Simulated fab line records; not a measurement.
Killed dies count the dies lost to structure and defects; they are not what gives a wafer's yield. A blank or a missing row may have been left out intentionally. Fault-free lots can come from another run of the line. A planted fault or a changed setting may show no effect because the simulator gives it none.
Chamber matching ; flow nand-harc ; NHARC_A_WL_FILL_STRIP_29 on rie-diel-03 has 4 sister chambers
The step strips in O2, time 20 s. 14 wafers are shown with their chamber, then 7 later ones without.

== WAFERS WITH THEIR CHAMBER ==
wafer;chamber;drypump-motor-current-A (A);rf-vpp-V (V);oes-product-au (a.u.)
L076.2;1;6.1;56.2;0.991
L076.3;3;5.5;57.8;1.006
L076.6;2;6.0;57.5;1.009
L081.2;0;5.7;56.5;0.993
L081.3;1;6.1;57.1;0.990
L081.4;2;6.0;58.6;1.002
L086.3;2;6.1;59.2;0.995
L086.5;3;5.5;57.2;1.001
L086.6;0;5.7;56.1;1.000
L088.2;3;5.5;57.3;0.992
L088.3;2;6.0;56.8;1.004
L088.6;3;5.5;59.0;0.989
L094.1;0;5.7;56.6;1.011
L094.2;3;5.5;59.8;0.996

SIGNATURES (averages over the wafers above)
reading;chamber 0;chamber 1;chamber 2;chamber 3;scatter within a chamber
drypump-motor-current-A;5.700;6.100;6.025;5.500;0.0274
rf-vpp-V;56.400;56.650;58.025;58.220;0.959
oes-product-au;1.00133;0.99050;1.00250;0.99680;0.00673
Rule: a wafer lies at a distance from a chamber equal to the root of the sum of squares, over the readings, of (its reading less the chamber's mean, divided by the reading's scatter). The wafer belongs to the nearest chamber; if the next one is less than 2 further off, it can't be placed. How the scatter is found: for the shown wafers, subtract from each reading the mean of its chamber, square and add these, divide the total by (wafers less chambers), then take the root.

== WAFERS WITHOUT THEIR CHAMBER ==
wafer;drypump-motor-current-A (A);rf-vpp-V (V);oes-product-au (a.u.)
L094.3;6.1;58.0;0.992
L093.1;5.6;58.3;1.012
L093.2;6.0;58.7;0.997
L093.4;6.2;57.1;1.001
L096.2;5.6;58.2;1.001
L096.4;6.2;56.6;0.997
L096.6;5.5;59.3;0.995

== THE CHAMBER EACH PASSED THROUGH ==
wafer;from the rows above;in truth
L094.3;can't be placed: 1 or 2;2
L093.1;can't be placed: 3 or 0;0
L093.2;2;2
L093.4;1;1
L096.2;can't be placed: 3 or 0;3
L096.4;1;1
L096.6;3;3
Placed correctly: 4 of 7. Not placeable from these rows: 3 (in 3, the candidates include the true chamber). Number placed wrongly: 0.
